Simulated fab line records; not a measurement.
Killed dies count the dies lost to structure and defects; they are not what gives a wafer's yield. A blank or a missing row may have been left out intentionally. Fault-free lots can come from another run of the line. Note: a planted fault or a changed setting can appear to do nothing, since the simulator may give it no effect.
2 desks, one fault    flow nand_harc    what lay behind the numbers comes last; until then each desk has only its own

TOOL OWNER'S DESK, litho_track-06
The tool's own readings at NHARC_P_M2_PEB_07 (peb time 65 s): means of the sampled wafers that have a number, for each lot that ran on this tool. The brackets show how far a lot's mean lies from the usual mean; more than 4 standard deviations puts the lot out of limits, marked OUT.
Columns: A = heater_power_total_W at NHARC_P_M2_PEB_07, usual 156.6 W
lot   first seen here  A
L154  day 6 08:25      156.4
L157  day 7 20:02      156.4
L159  day 8 08:15      156.4
L162  day 9 16:58      156.6
L165  day 10 22:37     156.7
L169  day 12 14:06     156.4
L172  day 13 19:52     299.9 (+99 or more) OUT
L173  day 14 05:03     301.2 (+99 or more) OUT
Finding of this desk: L172, L173 out of limits; the first was L172 at day 13 19:52, on heater_power_total_W at NHARC_P_M2_PEB_07. Within limits: L154, L157, L159, L162, L165, L169.

METROLOGY DESK
What the gauges read for every lot (on any tool): the sampled wafers with a number, averaged. The brackets show how far a lot's mean lies from the usual mean; more than 4 standard deviations puts the lot out of limits, marked OUT.
Columns: A = cd_nm at NHARC_P_M2_CD_MEAS_09, usual 169.9 nm
lot   first seen here  A
L154  day 6 08:30      170.1
L157  day 7 20:07      169.2
L159  day 8 08:20      170.1
L162  day 9 17:02      170.7
L165  day 10 22:41     170.0
L168  day 12 06:45     170.0
L167  day 12 07:59     169.9
L169  day 12 14:11     169.6
L172  day 13 19:57     121.3 (-75) OUT
L173  day 14 05:08     121.0 (-75) OUT
L176  day 15 14:40     170.0
L177  day 16 01:54     169.6
Finding of this desk: L172, L173 out of limits; the first was L172 at day 13 19:57, on cd_nm at NHARC_P_M2_CD_MEAS_09. Within limits: L154, L157, L159, L162, L165, L168, L167, L169, L176, L177.

TAKEN TOGETHER
At day 13 19:52, on L172, L173, the tool owner's desk was in a position to raise an alarm.
L172, L173 would have let the metrology desk raise an alarm at day 13 19:57.
Every lot named ran NHARC_P_M2_PEB_07 on litho_track-06.

WHAT THE SIMULATOR HAD INSERTED
Process parameter drift: litho_track-06, from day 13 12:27 on, at NHARC_P_M2_PEB_07. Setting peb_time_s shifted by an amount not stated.
Struck lots among those shown: L172, L173.
Hours from the fault's start to each desk's first reading out of limits: the tool owner's desk, 7; the metrology desk, 8.
